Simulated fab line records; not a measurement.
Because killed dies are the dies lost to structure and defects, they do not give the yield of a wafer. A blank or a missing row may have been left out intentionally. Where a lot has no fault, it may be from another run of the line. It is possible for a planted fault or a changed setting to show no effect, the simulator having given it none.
Split-lot experiment	flow n5Finfet	21 wafers read across 7 lots, on a route 1938 steps long

## THE SPLIT
At N5_BEOL_M13_EXPOSE_25 (exposes mask M13, target cd 210 nm), the setting doseMj was moved away from the recipe's 22 on 5 of the 21 wafers read, by +3.8% to +6.5%. For the rest of the wafers, this setting stayed at what the recipe calls for.

## FROM THE SPLIT TO THE READING: what the file shows between them, 3 steps
- N5_BEOL_M13_PEB_26: peb time 90 s
- N5_BEOL_M13_DEVELOP_27: develop time 45 s
- N5_BEOL_M13_HARDBAKE_32: time 120 s

## THE READING
Shown in nm: cdNm at N5_BEOL_M13_CD_MEAS_28, with target cd 209.5 nm. On this fab line, fault-free wafers typically give 209.8 nm with a standard deviation of 0.9 nm.

wafer	tool, chamber at the split	doseMj as run	against the recipe	cdNm, nm	against lot-mates on the recipe
L080.1	krfScanner-02, 0	22	recipe	209.1	-
L080.3	krfScanner-02, 0	22	recipe	209.9	-
L080.6	krfScanner-02, 0	22	recipe	209.4	-
L081.1	krfScanner-01, 0	22	recipe	208.7	-
L081.4	krfScanner-01, 0	23.44	+6.5%	216.1	+7.4
L081.6	krfScanner-01, 0	23.44	+6.5%	215.3	+6.6
L082.2	krfScanner-02, 0	22	recipe	208.8	-
L082.4	krfScanner-02, 0	22	recipe	209.7	-
L082.5	krfScanner-02, 0	22	recipe	210.5	-
L083.4	krfScanner-01, 0	22.84	+3.8%	212.6	+4.3
L083.5	krfScanner-01, 0	22	recipe	208.3	-
L083.6	krfScanner-01, 0	22.84	+3.8%	212.3	+4.0
L089.2	krfScanner-01, 0	23.05	+4.8%	215.5	+4.8
L089.3	krfScanner-01, 0	22	recipe	210.8	-
L089.4	krfScanner-01, 0	22	recipe	210.6	-
L093.1	krfScanner-01, 0	22	recipe	210.5	-
L093.4	krfScanner-01, 0	22	recipe	209.7	-
L093.5	krfScanner-01, 0	22	recipe	210.0	-
L094.2	krfScanner-02, 0	22	recipe	210.7	-
L094.3	krfScanner-02, 0	22	recipe	210.5	-
L094.6	krfScanner-02, 0	22	recipe	210.6	-

FIT RESULTS
A straight line over all 21 wafers: cdNm changes by +0.898 nm for each +1% of doseMj; r = +0.93; the points scatter about the line by 0.84 nm.
The same after taking each lot's own level away (the mean of its wafers on the recipe; 21 wafers): +1.06 nm for each +1%; r = +0.99; scatter 0.37 nm.
That fit puts the effect of the largest move of doseMj on the reading at 7 nm.
Across the lots, their own levels run from 208.30 to 210.70 nm, a range of 2.7 times the standard deviation given above.
In other words, the slope is changed by the lot-to-lot level; the two fits disagree.
Check: with one of the wafers moved furthest among these (+6.5%) left out of the fit, the line predicts +6.75 nm for it against its lot-mates. It came out at +7.4 nm against them.

## THE OTHER SPLITS THESE WAFERS WENT THROUGH
Other splits were also applied to these wafers ahead of the reading. Each is held against what the fit with the lots' levels taken away leaves over:
other split on the same wafers	wafers away from the commonest value	r with cdNm (lot level and that fit taken away)
N5_BEOL_M11_PEB_26 pebTimeS	6	-0.10
N5_BEOL_M11_VIA_ETCH_34 timeS	8	+0.10
N5_BEOL_M12_SPUTTER_43 powerW	6	-0.22
N5_BEOL_M13_COAT_65 spinRpm	6	+0.51

## THE WHOLE CHAIN: every reading that the file lists as answering this split, in the file's order
step	what it does	reading	change (the file's fit)	r (the file's)
N5_BEOL_M13_CD_MEAS_28	target cd 209.5 nm	cdNm	+1.05 nm for each +1% of the setting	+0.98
N5_BEOL_M13_DESCUM_33	chemistry O2, time 7.9 s	BEOL_M13.cdNm (the simulator's own value, which no gauge read)	+1.04 nm for each +1% of the setting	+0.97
N5_BEOL_M13_ETCH_68	etches SOC in N2/H2, time 355 s	BEOL_M13.cdNm (the simulator's own value, which no gauge read)	+0.979 nm for each +1% of the setting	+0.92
N5_BEOL_M13_TRENCH_ETCH_34	etches SiOC in C4F8/O2/Ar, target depth 413.47 nm, time 162.6 s	BEOL_M13.cdNm (the simulator's own value, which no gauge read)	+0.969 nm for each +1% of the setting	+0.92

## FILE'S OWN FIT
cdNm changes by +1.05 nm for each +1% of doseMj, r = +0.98.
